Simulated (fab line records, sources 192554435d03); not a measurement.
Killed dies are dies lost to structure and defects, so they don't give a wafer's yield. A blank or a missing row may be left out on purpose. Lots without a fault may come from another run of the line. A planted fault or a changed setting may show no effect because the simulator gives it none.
Chamber matching | flow n5_finfet | N5_BEOL_M7_ALD_77 on ald_metal-01: 4 sister chambers
The step deposits TaN, target thk 2 nm, pulse time 2 s, purge time 3 s. 8 wafers are shown with their chamber, then 11 later ones without.

WAFERS WITH THEIR CHAMBER
wafer  | chamber | heater_power_w (W) | chamber_pressure_Torr (Torr)
L078.2 | 0       | 489                | 2.996
L082.5 | 0       | 476                | 3.006
L083.1 | 2       | 414                | 2.998
L083.4 | 1       | 339                | 2.999
L084.1 | 3       | 382                | 3.006
L084.2 | 2       | 410                | 2.992
L084.5 | 3       | 382                | 3.003
L085.3 | 1       | 335                | 3.000

WAFERS WITHOUT THEIR CHAMBER
wafer  | heater_power_w (W) | chamber_pressure_Torr (Torr)
L085.4 | 414                | 2.997
L085.5 | 344                | 3.002
L086.3 | 384                | 2.999
L086.4 | 478                | 3.003
L086.6 | 465                | 2.990
L088.1 | 470                | 3.000
L088.4 | 417                | 2.998
L088.5 | 343                | 3.002
L089.2 | 431                | 2.998
L089.4 | 347                | 2.992
L089.6 | 418                | 2.995

WHICH CHAMBER EACH WENT THROUGH
wafer  | from the rows above | in truth
L085.4 | 2                   | 2
L085.5 | 1                   | 1
L086.3 | 3                   | 3
L086.4 | 0                   | 0
L086.6 | 0                   | 0
L088.1 | 0                   | 0
L088.4 | 2                   | 2
L088.5 | 1                   | 1
L089.2 | 2                   | 2
L089.4 | 1                   | 1
L089.6 | 2                   | 2
Placed correctly: 11 of 11. Can't be placed from these rows: 0. Placed wrongly: 0.
How it was worked out, from the rows above alone: a wafer's distance from a chamber is the root of the sum, over the readings, of the square of ((its reading less the chamber's mean) divided by the reading's scatter). The wafer belongs to the nearest chamber; if the next one is less than 2 further off, it can't be placed. A chamber's mean is the mean of its shown wafers. The scatter: the root of (the sum of the squares of (reading less its chamber's mean) over the shown wafers, divided by (wafers less chambers)).
